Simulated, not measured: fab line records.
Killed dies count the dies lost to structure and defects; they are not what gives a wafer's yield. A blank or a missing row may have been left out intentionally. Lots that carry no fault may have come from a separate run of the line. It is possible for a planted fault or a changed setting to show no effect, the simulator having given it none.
Comparing a struck lot with a sound one / flow n5-finfet / 14 steps out of a route of 1938
Sound: these wafers, L848.3, L848.4, L848.6. Struck: wafer L853.2. (L853.1 of the same lot was not struck and is left out.) The cause comes at the end.
Order at every step that has rows: each side's tool, ch and its chambers, its first start. Under that, the readings that differ: sound wafers / struck wafers / difference of the means / sigmas: that difference in standard deviations of wafers without a fault.
alike: words and numbers the same on both sides, and readings whose means are apart by under 2 such deviations; not compared: readings that were withheld, readings missing a value for some wafer, numbers with overlapping values and no deviation given by the record, and bounds like >300 which may hide the same value.
The two part at a step that has a row with sigmas, a row that says differs or no value, or rows on one side only. Numbers that don't overlap but have no deviation are shown without sigmas and don't part them. A reading missing from all wafers of one side parts the sides only when that side holds two or more wafers.

first, 3 steps without rows for these wafers: N5_BEOL_M15_PRECLEAN_39 (cleans in residue remover, time 60 s); N5_BEOL_M15_SRD_40 (time 30 s, dry time 30 s); N5_BEOL_M15_DEGAS_41 (time 60 s).
N5_BEOL_M15_PRE_CLEAN_42: time 30 s.
  struck on pvd-sputter-01, day 14 16:56; sound on pvd-sputter-02, day 12 19:02
  alike: heater-power-w
N5_BEOL_M15_SPUTTER_43: material TaN, target thk 15 nm, time 24.19 s.
  struck on pvd-sputter-01, day 14 16:58; sound on pvd-sputter-02, day 12 19:04
  alike: throttle-valve-pct
N5_BEOL_M15_SPUTTER_44: material Ta, target thk 15 nm, time 24.19 s.
  struck on pvd-sputter-01, day 14 17:03; sound on pvd-sputter-02, day 12 19:09
  alike: throttle-valve-pct
N5_BEOL_M15_SPUTTER_45: material Cu, target thk 100 nm, time 16.67 s.
  struck on pvd-sputter-01, day 14 17:08; sound on pvd-sputter-02, day 12 19:14
  alike: throttle-valve-pct
then, 2 steps without rows for these wafers: N5_BEOL_M15_ECD_47 (material Cu, target thk 1860 nm); N5_BEOL_M15_ANNEAL_48 (time 90 s).
N5_BEOL_M15_CMP_49: polishes, stops on SiO2, t overpolish 4.9 s, target thk 850 nm.
  sound on cmp-03 ch 2,3, day 12 19:54; struck on cmp-04 ch 0, day 14 17:52
  alike: barrier-field-endpoint-s, head-pressure-psi, motor-current-A, overpolish-run-s
N5_BEOL_M15_THK_MEAS_50: measures by xrf.
  struck on film-metro-02, day 14 18:05; sound on film-metro-01, day 12 20:12
reading=M15_THK (nm); sound=906 901 873; struck=850; difference=-43; sigmas=-2
then, 1 step without rows for these wafers: N5_BEOL_M15_PRE_CLEAN_52 (time 15 s).
N5_BEOL_M15_DEP_53: deposits SiCN from 3MS/NH3, target thk 50 nm, time 17.8 s.
  sound on pecvd-04 ch 0,2, day 12 20:16; struck on pecvd-01 ch 0, day 14 18:09
reading=model.SiCN_of_BEOL_M15_DEP_53.thk-nm (nm); sound=50 50 49.8; struck=21.2; difference=-28.7; sigmas=
  alike: showerhead-plenum-p-Torr, throttle-valve-pct
N5_BEOL_M15_RS_MEAS_54: measures by four-point-probe.
  struck on film-metro-02, day 14 18:13; sound on film-metro-02, day 12 20:20
  alike: M15_RS

## WHERE THEY PART
At N5_BEOL_M15_THK_MEAS_50 and nowhere else, as far as this record goes. Later steps at which nothing parts them and some readings are alike: N5_BEOL_M15_DEP_53, N5_BEOL_M15_RS_MEAS_54.

WHY: what had been put in by the simulator
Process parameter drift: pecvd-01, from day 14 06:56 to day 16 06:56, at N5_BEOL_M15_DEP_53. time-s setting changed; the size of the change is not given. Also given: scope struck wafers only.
